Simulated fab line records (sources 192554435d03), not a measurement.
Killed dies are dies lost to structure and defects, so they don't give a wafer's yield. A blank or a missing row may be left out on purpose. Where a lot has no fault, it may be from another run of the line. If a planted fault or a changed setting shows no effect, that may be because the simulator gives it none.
Chamber matching ; flow n5_finfet ; N5_SDB_ALD_29 on ald_sin-02: 4 sister chambers
The step deposits SiNx, target thk 30 nm, pulse time 1 s, ald cycles 600. 4 wafers are shown with their chamber, then 10 later ones without.

WAFERS WITH THEIR CHAMBER
wafer;chamber;heater_power_w (W)
L087.1;3;762
L091.3;0;911
L092.1;2;930
L092.2;1;950

WAFERS WITHOUT THEIR CHAMBER
wafer;heater_power_w (W)
L092.3;783
L093.3;942
L093.4;942
L093.6;938
L094.1;916
L094.5;950
L094.6;935
L095.2;926
L095.3;949
L095.4;762

THE CHAMBER EACH PASSED THROUGH
wafer;from the rows above;in truth
L092.3;3;3
L093.3;can't be placed: 1 or 2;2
L093.4;can't be placed: 1 or 2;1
L093.6;can't be placed: 2 or 1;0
L094.1;can't be placed: 0 or 2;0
L094.5;1;1
L094.6;can't be placed: 2 or 1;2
L095.2;can't be placed: 2 or 0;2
L095.3;1;1
L095.4;3;3
Correctly placed: 4 of 10. Cannot be placed on the basis of these rows: 6; the candidates contain the true chamber in 5. Wrongly placed: 0.
How it was worked out, from the rows above alone: a wafer's distance from a chamber is the root of the sum, over the readings, of the square of ((its reading less the chamber's mean) divided by the reading's scatter). The wafer belongs to the nearest chamber; if the next one is less than 2 further off, it can't be placed. For every chamber, the mean is computed from those of its wafers that are shown. The scatter: root of mean squared gap, hidden wafer to nearest shown wafer, with one shown wafer a chamber.
